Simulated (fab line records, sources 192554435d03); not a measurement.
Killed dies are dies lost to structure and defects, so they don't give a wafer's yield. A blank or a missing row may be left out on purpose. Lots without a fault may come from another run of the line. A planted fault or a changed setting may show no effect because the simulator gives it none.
A struck lot beside a sound one | flow n5_finfet | 37 steps out of a route of 1938
Sound: wafers L834.1, L834.4, L834.5. Struck: wafer L820.2. (L820.4, L820.5 of the same lot were not struck and are left out.) The cause comes at the end.
At each step with rows: each side's tool, then ch and its chambers, then its first start. Under that, the readings that differ: sound wafers | struck wafers | difference of the means | sigmas: that difference in standard deviations of wafers without a fault.
alike: readings whose means differ by less than 2 such deviations, and words and numbers that are the same on both sides. not compared: withheld readings, readings that some wafer has no value for, bounds like >300 that may hide the same value, and numbers for which the record gives no deviation and whose values overlap.
The two part at a step that has a row with sigmas, a row that says differs or no value, or rows on one side only. Numbers that don't overlap but have no deviation are shown without sigmas and don't part them. A reading that every wafer of one side lacks parts them only if that side has two wafers or more.

first, 10 steps without rows for these wafers: N5_DUMMY_GATE_ETCH_23 (etches poly-Si in HBr/Cl2/O2, target depth 41 nm, time 22.3 s); N5_DUMMY_GATE_ETCH_44 (etches poly-Si in HBr/O2, stops on SiO2, target depth 127.5 nm); N5_DUMMY_GATE_ETCH_42 (etches SiO2 in CHF3/O2, target depth 3.5 nm, time 31 s); N5_DUMMY_GATE_STRIP_48 (strips in N2/H2, time 20 s); N5_DUMMY_GATE_PRECLEAN_33 (cleans in dHF, time 10 s); N5_DUMMY_GATE_PRECLEAN_25 (cleans in O3/DIW, time 45 s); N5_DUMMY_GATE_PRECLEAN_51 (cleans in SC2, time 45 s); N5_DUMMY_GATE_SRD_26 (time 30 s); N5_DUMMY_GATE_UV_OZONE_45 (time 120 s); N5_SPACER0_ALD_07 (deposits SiNx, target thk 2 nm).
N5_SPACER0_ALD_00: deposits SiOCN, target thk 3.5 nm, pulse time 3 s, purge time 2 s.
  sound on ald_sin-02 ch 0,2,3, day 8 20:44; struck on ald_sin-03 ch 1, day 5 07:29
  reading                                   | sound        | struck | difference | sigmas
  ald_cycles                                | 58 58 58     | 72     | +14        |
  heater_power_w (W)                        | 1044 889 936 | 737    | -219       | -2
  model.SiOCN_of_SPACER0_ALD_00.thk_nm (nm) | 3.4 3.6 3.6  | 4.4    | +0.9       |
  alike: precursor_pulse_height_rel
then, 25 steps without rows for these wafers: N5_SPACER0_ALD_08 (deposits SiNx, target thk 2 nm); N5_SD_EPI_N_COAT_32 (time 60 s, resist thk 350 nm); N5_SD_EPI_N_COAT_33 (time 60 s, resist thk 35 nm); N5_SD_EPI_N_COAT_03 (resist thk 150 nm); N5_SD_EPI_N_EBR_05; N5_SD_EPI_N_SOFTBAKE_04 (time 60 s); N5_SD_EPI_N_EXPOSE_06 (exposes mask SD N BLK, target cd 120 nm); N5_SD_EPI_N_PEB_07 (peb time 60 s); N5_SD_EPI_N_DEVELOP_08 (develop time 30 s); N5_SD_EPI_N_DESCUM_14 (chemistry O2, time 7.9 s); N5_SD_EPI_N_ETCH_34 (etches SiARC in CF4, target depth 45.5 nm, time 75.8 s); N5_SD_EPI_N_ETCH_35 (etches SOC in N2/H2, overetch 108 nm, time 486 s); N5_SD_EPI_N_STRIP_36 (strips in N2/H2); N5_SD_EPI_N_ETCHBACK_44 (etches SiNx in CH3F/O2, stops on SiO2, target depth 14.5 nm); N5_SD_EPI_N_ETCH_45 (etches SiOCN in CH3F/O2, target depth 6 nm); N5_SD_EPI_N_ETCH_16 (etches SiO2 in CHF3/O2, target depth 5 nm); N5_SD_EPI_N_STRIP_47 (strips in CHF3/O2); N5_SD_EPI_N_SD_RECESS_17 (chemistry HBr/Cl2/O2, target depth 41 nm, time 23.7 s, bt time 3 s); N5_SD_EPI_N_STRIP_38 (strips in N2/H2); N5_SD_EPI_N_WET_ETCH_43 (etches SiO2 in dHF, time 14 s, target depth 1.5 nm); N5_SD_EPI_N_STRIP_18 (strips in SPM, time 750 s); N5_SD_EPI_N_SRD_20 (time 30 s); N5_SD_EPI_N_PRECLEAN_48 (cleans in NF3:NH3, afs cycles 2, time 20 s, sublimation time 60 s); N5_SD_EPI_N_VAPOR_ETCH_50 (etches Si in HCl, time 54 s); N5_SD_EPI_N_EPI_21 (deposits Si:P, time 690 s).
N5_SD_EPI_P_PRECLEAN_32: cleans in dHF, time 10 s.
  sound on wet_bench-05 ch 1,4,5, day 9 05:52; struck on wet_bench-01 ch 7, day 5 17:19
  reading                                   | sound       | struck | difference | sigmas
  model.SiOCN_of_SPACER0_ALD_00.thk_nm (nm) | 3.4 3.4 3.4 | 4.2    | +0.8       |

WHERE THEY PART
Only at N5_SPACER0_ALD_00, within this record.

WHY: what the simulator had put in
Process parameter drift: ald_sin-03, from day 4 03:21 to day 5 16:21, at N5_SPACER0_ALD_00. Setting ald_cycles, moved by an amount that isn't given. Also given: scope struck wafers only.
